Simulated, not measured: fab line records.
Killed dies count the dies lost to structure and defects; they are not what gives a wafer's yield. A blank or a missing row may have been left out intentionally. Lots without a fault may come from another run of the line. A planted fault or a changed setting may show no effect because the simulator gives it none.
Shared-tool check + flow nand-harc + 15 lots and 45 wafers in the sample

== REASON IT WAS OPENED ==
On 3 of the 15 lots, a flag is raised at NHARC_P_M0_THK_MEAS_24 on the reading thk-nm. Fault-free wafers read 117.0 nm, with a standard deviation of 1.4.
Rule: flag the lot when none of its wafers has a number, or when each of its wafers that has one lies beyond 4 standard deviations from that mean. All remaining lots are regarded as sound.

| lot  | measured     | on            | thk-nm (nm), wafer by wafer | flag    |
|------|--------------|---------------|-----------------------------|---------|
| L804 | day 6 08:54  | film-metro-02 | 118.1 118.2 115.3           |         |
| L807 | day 7 10:23  | film-metro-02 | 115.4 117.1 115.2           |         |
| L808 | day 7 16:55  | film-metro-02 | 117.8 120.5 119.2           |         |
| L809 | day 8 05:33  | film-metro-02 | 114.9 115.5 113.2           |         |
| L810 | day 8 14:52  | film-metro-02 | 118.2 115.6 116.6           |         |
| L812 | day 9 08:29  | film-metro-02 | 114.1 118.0 117.8           |         |
| L813 | day 10 08:56 | film-metro-01 | 115.4 116.2 116.4           |         |
| L814 | day 10 11:20 | film-metro-02 | 116.5 119.0 116.8           |         |
| L815 | day 10 18:09 | film-metro-01 | 117.3 116.9 118.6           |         |
| L816 | day 11 08:20 | film-metro-01 | 31.0 30.6 31.2              | FLAGGED |
| L817 | day 11 08:52 | film-metro-01 | 30.4 30.9 30.3              | FLAGGED |
| L818 | day 12 08:13 | film-metro-02 | 29.5 30.0 29.5              | FLAGGED |
| L819 | day 12 09:58 | film-metro-02 | 118.5 116.7 116.3           |         |
| L826 | day 15 06:38 | film-metro-02 | 116.0 117.4 118.0           |         |
| L827 | day 15 17:14 | film-metro-01 | 116.1 117.6 116.7           |         |
The mean of the flagged lots' numbers is 30.4 nm, -86.6 nm from the usual (-62 standard deviations).

== EACH LOT AND THE TOOL IT RAN ON ==
Before the reading, the record contains 4 process steps out of a 1302-step route. Each cell gives the tool, then ch followed by the chambers the sampled wafers passed through, then the start.
| lot  | flag    | NHARC_P_CONTACT_CMP_24        | NHARC_P_M0_ETCH_15                            | NHARC_P_M0_ECD_22              | NHARC_P_M0_CMP_23             |
|------|---------|-------------------------------|-----------------------------------------------|--------------------------------|-------------------------------|
| L804 |         | cmp-01 ch 0,1,3, day 6 05:04  | rie-diel-01 ch 0,1,3, day 6 07:50 or earlier  | ecd-cu-02 ch 0,1, day 6 07:50  | cmp-04 ch 0,1,3, day 6 08:35  |
| L807 |         | cmp-02 ch 0,2,3, day 7 06:29  | rie-diel-04 ch 0,2,3, day 7 09:20 or earlier  | ecd-cu-02 ch 0,1, day 7 09:20  | cmp-01 ch 0,1,3, day 7 10:04  |
| L808 |         | cmp-03 ch 0,3, day 7 13:13    | rie-diel-05 ch 0,1,3, day 7 15:53 or earlier  | ecd-cu-01 ch 1, day 7 15:53    | cmp-03 ch 0,1,2, day 7 16:40  |
| L809 |         | cmp-02 ch 1,2, day 8 01:53    | rie-diel-04 ch 0,3, day 8 04:38 or earlier    | ecd-cu-02 ch 0,1, day 8 04:38  | cmp-04 ch 0,2,3, day 8 05:18  |
| L810 |         | cmp-03 ch 0,2,3, day 8 11:02  | rie-diel-01 ch 0,1,2, day 8 13:50 or earlier  | ecd-cu-02 ch 0,1, day 8 13:50  | cmp-03 ch 1,2,3, day 8 14:34  |
| L812 |         | cmp-03 ch 0,1,2, day 9 04:37  | rie-diel-01 ch 2,3, day 9 07:27 or earlier    | ecd-cu-02 ch 0,1, day 9 07:27  | cmp-04 ch 0,1, day 9 08:10    |
| L813 |         | cmp-01 ch 0,2,3, day 10 05:08 | rie-diel-05 ch 2,3, day 10 07:57 or earlier   | ecd-cu-02 ch 0,1, day 10 07:57 | cmp-04 ch 0,3, day 10 08:37   |
| L814 |         | cmp-01 ch 1,3, day 10 07:33   | rie-diel-05 ch 1,2,3, day 10 10:20 or earlier | ecd-cu-02 ch 0,1, day 10 10:20 | cmp-03 ch 0,2,3, day 10 11:04 |
| L815 |         | cmp-01 ch 0,1,3, day 10 14:05 | rie-diel-04 ch 0,2,3, day 10 17:07 or earlier | ecd-cu-01 ch 0,1, day 10 17:07 | cmp-01 ch 0,1,2, day 10 17:50 |
| L816 | FLAGGED | cmp-01 ch 1,2,3, day 11 04:40 | rie-diel-05 ch 1,3, day 11 07:22 or earlier   | ecd-cu-01 ch 0,1, day 11 07:22 | cmp-04 ch 0,1,3, day 11 08:02 |
| L817 | FLAGGED | cmp-02 ch 1,2,3, day 11 05:04 | rie-diel-04 ch 0,1,3, day 11 07:53 or earlier | ecd-cu-01 ch 0,1, day 11 07:53 | cmp-01 ch 0,1,3, day 11 08:34 |
| L818 | FLAGGED | cmp-01 ch 0,2, day 12 04:13   | rie-diel-05 ch 1,2,3, day 12 07:10 or earlier | ecd-cu-01 ch 1, day 12 07:10   | cmp-03 ch 0,1,2, day 12 07:53 |
| L819 |         | cmp-02 ch 0,1,2, day 12 06:08 | rie-diel-01 ch 1,2,3, day 12 08:56 or earlier | ecd-cu-01 ch 0,1, day 12 08:56 | cmp-04 ch 1,2,3, day 12 09:41 |
| L826 |         | cmp-02 ch 0,2,3, day 15 02:44 | rie-diel-04 ch 0,1,2, day 15 05:42 or earlier | ecd-cu-01 ch 0,1, day 15 05:42 | cmp-03 ch 1,2, day 15 06:19   |
| L827 |         | cmp-03 ch 1,2, day 15 12:52   | rie-diel-05 ch 0,1,3, day 15 16:06 or earlier | ecd-cu-02 ch 1, day 15 16:06   | cmp-04 ch 0,2,3, day 15 16:55 |
What is done by these steps:
- NHARC_P_CONTACT_CMP_24: polishes, t overpolish 30 s, target thk 200 nm.
- NHARC_P_M0_ETCH_15: etches the open film in C4F8/Ar, target depth 150 nm, overetch 15 nm, time 82.5 s.
- NHARC_P_M0_ECD_22: material Cu, target thk 400 nm.
- NHARC_P_M0_CMP_23: polishes, t overpolish 20 s, target thk 117.54 nm.
- NHARC_P_M0_THK_MEAS_24: measures by xrf.

== FLAGGED AGAINST TOTAL, ONE TOOL AT A TIME (gauges that did the reading follow at the end) ==
| step                   | tool          | lots run | flagged | share of the flagged lots | sound lots run after its first flagged lot |
|------------------------|---------------|----------|---------|---------------------------|--------------------------------------------|
| NHARC_P_CONTACT_CMP_24 | cmp-01        | 6        | 2       | some                      | 0                                          |
| NHARC_P_CONTACT_CMP_24 | cmp-02        | 5        | 1       | some                      | 2 (L819,L826)                              |
| NHARC_P_CONTACT_CMP_24 | cmp-03        | 4        | 0       | none                      | -                                          |
| NHARC_P_M0_ETCH_15     | rie-diel-01   | 4        | 0       | none                      | -                                          |
| NHARC_P_M0_ETCH_15     | rie-diel-04   | 5        | 1       | some                      | 1 (L826)                                   |
| NHARC_P_M0_ETCH_15     | rie-diel-05   | 6        | 2       | some                      | 1 (L827)                                   |
| NHARC_P_M0_ECD_22      | ecd-cu-01     | 7        | 3       | all                       | 2 (L819,L826)                              |
| NHARC_P_M0_ECD_22      | ecd-cu-02     | 8        | 0       | none                      | -                                          |
| NHARC_P_M0_CMP_23      | cmp-01        | 3        | 1       | some                      | 0                                          |
| NHARC_P_M0_CMP_23      | cmp-03        | 5        | 1       | some                      | 1 (L826)                                   |
| NHARC_P_M0_CMP_23      | cmp-04        | 7        | 1       | some                      | 2 (L819,L827)                              |
| NHARC_P_M0_THK_MEAS_24 | film-metro-01 | 5        | 2       | some                      | 1 (L827)                                   |
| NHARC_P_M0_THK_MEAS_24 | film-metro-02 | 10       | 1       | some                      | 2 (L819,L826)                              |
Because NHARC_P_M0_ETCH_15 lacks a start for some lots, the hours and order of its lots are taken from NHARC_P_M0_ECD_22.

== WHAT THE TABLE PERMITS ==
In the table, 1 row covers all flagged lots: ecd-cu-01 at NHARC_P_M0_ECD_22.
- ecd-cu-01 at NHARC_P_M0_ECD_22 ran 7 lots, 3 of them flagged. Sound lots ran on it after the first flagged one (L819, L826), which a lasting fault on the whole tool wouldn't allow. On the flagged lots its readings are blank where sound lots have values: bath-heat-duty-pct, bath-temp-c.
None of the table's rows ran every flagged lot and, after the first, no sound lot.

== WHAT THE SIMULATOR HAD INSERTED ==
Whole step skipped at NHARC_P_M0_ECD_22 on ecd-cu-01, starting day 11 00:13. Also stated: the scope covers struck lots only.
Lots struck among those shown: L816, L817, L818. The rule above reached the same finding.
